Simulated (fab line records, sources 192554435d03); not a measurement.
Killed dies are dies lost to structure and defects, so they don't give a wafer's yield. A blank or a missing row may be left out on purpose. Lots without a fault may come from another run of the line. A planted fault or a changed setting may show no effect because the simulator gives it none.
Chamber matching | flow n5_finfet | N5_BEOL_M5_ALD_86 on ald_metal-03: 4 sister chambers
The step deposits TaN, pulse time 2 s, purge time 3 s, co reactant purge time 2 s. 20 wafers are shown with their chamber, then 10 later ones without.

WAFERS WITH THEIR CHAMBER
wafer  | chamber | heater_power_w (W) | precursor_vessel_pressure_torr (Torr)
L074.2 | 3       | 417                | 26.20
L074.3 | 2       | 417                | 26.37
L074.6 | 3       | 419                | 26.26
L077.2 | 1       | 375                | 26.31
L077.3 | 2       | 428                | 26.23
L077.4 | 3       | 418                | 26.20
L084.2 | 0       | 385                | 26.14
L084.5 | 0       | 385                | 26.21
L084.6 | 1       | 381                | 26.19
L085.3 | 0       | 384                | 26.28
L085.4 | 1       | 380                | 26.27
L085.6 | 2       | 435                | 26.31
L087.2 | 1       | 376                | 26.27
L087.4 | 2       | 433                | 26.23
L087.5 | 0       | 378                | 26.22
L088.1 | 3       | 418                | 26.21
L088.2 | 2       | 424                | 26.30
L088.4 | 1       | 381                | 26.29
L090.3 | 0       | 380                | 26.24
L090.5 | 2       | 424                | 26.25

SIGNATURES (means of the wafers above)
reading                        | chamber 0 | chamber 1 | chamber 2 | chamber 3 | scatter within a chamber
heater_power_w                 | 382.40    | 378.60    | 426.83    | 418.00    | 4.3
precursor_vessel_pressure_torr | 26.2180   | 26.2660   | 26.2817   | 26.2175   | 0.0478
Rule: a wafer's distance from a chamber is the root of the sum, over the readings, of the square of ((its reading less the chamber's mean) divided by the reading's scatter). The wafer belongs to the nearest chamber; if the next one is less than 2 further off, it can't be placed. The scatter: the root of (the sum of the squares of (reading less its chamber's mean) over the shown wafers, divided by (wafers less chambers)).

WAFERS WITHOUT THEIR CHAMBER
wafer  | heater_power_w (W) | precursor_vessel_pressure_torr (Torr)
L090.6 | 417                | 26.26
L091.1 | 423                | 26.23
L091.4 | 416                | 26.36
L091.5 | 417                | 26.36
L094.1 | 389                | 26.23
L094.4 | 413                | 26.31
L094.5 | 377                | 26.30
L097.1 | 381                | 26.10
L097.3 | 428                | 26.31
L097.5 | 388                | 26.25

WHICH CHAMBER EACH WENT THROUGH
wafer  | from the rows above     | in truth
L090.6 | can't be placed: 3 or 2 | 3
L091.1 | can't be placed: 3 or 2 | 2
L091.4 | can't be placed: 2 or 3 | 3
L091.5 | can't be placed: 2 or 3 | 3
L094.1 | can't be placed: 0 or 1 | 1
L094.4 | can't be placed: 3 or 2 | 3
L094.5 | can't be placed: 1 or 0 | 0
L097.1 | can't be placed: 0 or 1 | 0
L097.3 | 2                       | 2
L097.5 | can't be placed: 0 or 1 | 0
Placed correctly: 1 of 10. Can't be placed from these rows: 9 (the true chamber is among the candidates in 9). Placed wrongly: 0.
